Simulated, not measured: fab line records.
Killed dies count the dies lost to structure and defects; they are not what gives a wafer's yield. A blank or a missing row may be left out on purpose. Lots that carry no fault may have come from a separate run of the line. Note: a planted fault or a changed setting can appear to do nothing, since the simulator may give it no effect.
A struck lot beside a sound one || flow n5 finfet || 15 steps out of a route of 1938
Sound: wafers L592.1, L592.2, L592.6. The struck wafers were L600.2, L600.5, L600.6. The cause comes at the end.
Per side, at each step with rows, come the tool, then ch with its chambers, and then its first start. Under that, the readings that differ: sound wafers || struck wafers || difference of the means || sigmas: that difference in standard deviations of wafers without a fault.
alike: readings with means less than 2 such deviations apart, plus words and numbers identical on both sides. not compared: withheld readings, readings lacking a value on some wafer, bounds such as >300 that could conceal the same value, and numbers that have no deviation in the record and whose values overlap.
The two part at a step that has a row with sigmas, a row that says differs or no value, or rows on one side only. Numbers that don't overlap but have no deviation are shown without sigmas and don't part them. A reading missing from all wafers of one side parts the sides only when that side holds two or more wafers.

N5_BEOL_M5_OVL_MEAS_12:
  sound on overlay-01 ch 0, day 9 14:56; struck on overlay-01 ch 0, day 11 23:38
{"reading": "M5_OVL (nm)", "sound": "1.2 0.3 -0.7", "struck": "-1.5 -0.8 -1.6", "difference": -1.6, "sigmas": -2}
N5_BEOL_M5_INSPECT_13: inspects for defects (brightfield).
  struck on defect inspect-01, day 11 23:41; sound on defect inspect-01, day 9 15:00
  alike: raw defect count
then, 1 step without rows for these wafers: N5_BEOL_M5_DESCUM_16 (chemistry O2, time 7 s).
N5_BEOL_M5_ETCH_72: etches underlayer in N2/H2, target depth 6.5 nm, time 5.2 s.
  sound on rie diel-01 ch 2,3, day 9 15:04; struck on rie diel-01 ch 0,1,2, day 11 23:45
  alike: bias w, drypump motor current A, etch rf on time s, oes product au, rf vpp V, showerhead plenum p Torr, throttle valve pct
  not compared: rf hours counter h
N5_BEOL_M5_ETCH_61: etches SiARC in CF4, target depth 15.6 nm, time 26 s.
  sound on rie diel-01 ch 2,3, day 9 15:05; struck on rie diel-01 ch 0,1,2, day 11 23:46
  alike: bias w, drypump motor current A, etch rf on time s, oes product au, rf vpp V, showerhead plenum p Torr, throttle valve pct
  not compared: rf hours counter h
N5_BEOL_M5_ETCH_62: etches SOC in N2/H2, target depth 75 nm, overetch 15 nm, time 112.5 s.
  sound on rie diel-01 ch 2,3, day 9 15:07; struck on rie diel-01 ch 0,1,2, day 11 23:48
{"reading": "bias w (W)", "sound": "150.9 150.2 150.1", "struck": "149.2 149.8 149.5", "difference": -0.9, "sigmas": -2}
  alike: drypump motor current A, oes product au, rf vpp V, showerhead plenum p Torr, throttle valve pct
  not compared: rf hours counter h
then, 2 steps without rows for these wafers: N5_BEOL_M5_STRIP_63 (strips in N2/H2); N5_BEOL_M5_STRIP_73 (strips in N2/H2).
N5_BEOL_M5_STRIP_64: strips in CF4.
  sound on rie diel-01 ch 2,3, day 9 15:14; struck on rie diel-01 ch 0,1,2, day 11 23:56
  alike: drypump motor current A, oes product au, rf vpp V, showerhead plenum p Torr, throttle valve pct
  not compared: rf hours counter h
N5_BEOL_M5_HM_OPEN_17: chemistry Cl2/BCl3, target TiN, target depth 20 nm, overetch 6 nm.
  sound on rie metal-01 ch 0,1, day 9 15:17; struck on rie metal-03 ch 0,1, day 11 23:58
  alike: bias w, drypump motor current A, oes product au, throttle valve pct
  not compared: rf hours counter h
then, 1 step without rows for these wafers: N5_BEOL_M5_STRIP_19 (strips in O2).
N5_BEOL_M5_CD_MEAS_18: pitch 56 nm, target cd 28 nm.
  struck on cd sem-02, day 12 00:09; sound on cd sem-03, day 9 15:29
  alike: cd nm
N5_BEOL_M5_COAT_65: time 60 s, resist thk 60 nm.
  sound on litho track-01 ch 0, day 9 16:10; struck on litho track-04 ch 0, day 12 00:29
{"reading": "heater power total W (W)", "sound": "498.3 501.3 500.4", "struck": "485.1 485.0 483.8", "difference": -15.4, "sigmas": -9}
{"reading": "plate temp C (C)", "sound": "250.08 250.02 250.00", "struck": "243.77 244.15 243.95", "difference": -6.08, "sigmas": -38}
then, 1 step without rows for these wafers: N5_BEOL_M5_COAT_66 (time 60 s, resist thk 12 nm).
-- record jumps: 4 days separate the struck wafers' starts on either side; left off in module BEOL_M5, taken up again in module PASSIVATION, whose first shown step is the route's number 1936 --
N5_PASSIVATION_PROBE_49:
  struck on prober-02, day 16 06:43; sound on prober-01, day 13 22:53
  alike: defect limited yield, killed_at_M0_to_M3, killed_at_M4_up, killed at contacts, killed at front end, killed at other, killed dies, killed open, killed short, sort_bin_5_function, sort_bin_6_memory, sort n pass, sort yield pct

WHERE THEY PART
At N5_BEOL_M5_OVL_MEAS_12 first; at N5_BEOL_M5_COAT_65 last (within this record only). Later steps at which nothing parts them and some readings are alike: N5_PASSIVATION_PROBE_49.

WHY: what had been put in by the simulator
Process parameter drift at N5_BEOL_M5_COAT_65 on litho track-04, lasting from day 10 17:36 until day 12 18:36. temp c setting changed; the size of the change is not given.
